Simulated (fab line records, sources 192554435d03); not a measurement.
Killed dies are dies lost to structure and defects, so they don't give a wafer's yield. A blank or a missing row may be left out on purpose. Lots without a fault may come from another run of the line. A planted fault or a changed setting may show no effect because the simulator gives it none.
Chamber matching | flow n5_finfet | N5_MOL_CONTACT_COAG_ALD_27 on ald_sin-04: 4 sister chambers
The step deposits SiOC, target thk 17 nm, pulse time 1.5 s, time 2720 s. 16 wafers are shown with their chamber, then 8 later ones without.

WAFERS WITH THEIR CHAMBER
wafer  | chamber | heater_power_w (W) | precursor_pulse_height_rel
L075.1 | 1       | 728                | 0.987
L075.3 | 3       | 698                | 1.020
L075.5 | 1       | 723                | 0.996
L077.1 | 3       | 727                | 1.016
L077.3 | 0       | 736                | 1.006
L077.6 | 0       | 712                | 0.995
L079.1 | 1       | 733                | 0.970
L079.3 | 3       | 727                | 1.013
L079.6 | 0       | 715                | 1.027
L080.1 | 2       | 846                | 0.977
L080.3 | 0       | 723                | 0.960
L080.5 | 0       | 734                | 1.005
L089.4 | 3       | 715                | 0.984
L089.5 | 2       | 827                | 1.016
L089.6 | 3       | 699                | 0.995
L090.1 | 3       | 723                | 0.992

SIGNATURES (means of the wafers above)
reading                    | chamber 0 | chamber 1 | chamber 2 | chamber 3 | scatter within a chamber
heater_power_w             | 724.00    | 728.00    | 836.50    | 714.83    | 11.5
precursor_pulse_height_rel | 0.99860   | 0.98433   | 0.99650   | 1.00333   | 0.0196
Rule: a wafer's distance from a chamber is the root of the sum, over the readings, of the square of ((its reading less the chamber's mean) divided by the reading's scatter). The wafer belongs to the nearest chamber; if the next one is less than 2 further off, it can't be placed. The scatter: the root of (the sum of the squares of (reading less its chamber's mean) over the shown wafers, divided by (wafers less chambers)).

WAFERS WITHOUT THEIR CHAMBER
wafer  | heater_power_w (W) | precursor_pulse_height_rel
L090.2 | 739                | 1.040
L090.5 | 734                | 0.996
L095.1 | 845                | 1.031
L095.3 | 734                | 0.981
L095.4 | 721                | 1.002
L097.2 | 742                | 0.973
L097.5 | 732                | 1.004
L097.6 | 711                | 1.029

WHICH CHAMBER EACH WENT THROUGH
wafer  | from the rows above          | in truth
L090.2 | can't be placed: 0 or 3 or 1 | 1
L090.5 | can't be placed: 1 or 0 or 3 | 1
L095.1 | 2                            | 2
L095.3 | can't be placed: 1 or 0 or 3 | 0
L095.4 | can't be placed: 0 or 3 or 1 | 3
L097.2 | can't be placed: 1 or 0 or 3 | 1
L097.5 | can't be placed: 0 or 1 or 3 | 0
L097.6 | can't be placed: 3 or 0 or 1 | 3
Placed correctly: 1 of 8. Can't be placed from these rows: 7 (the true chamber is among the candidates in 7). Placed wrongly: 0.
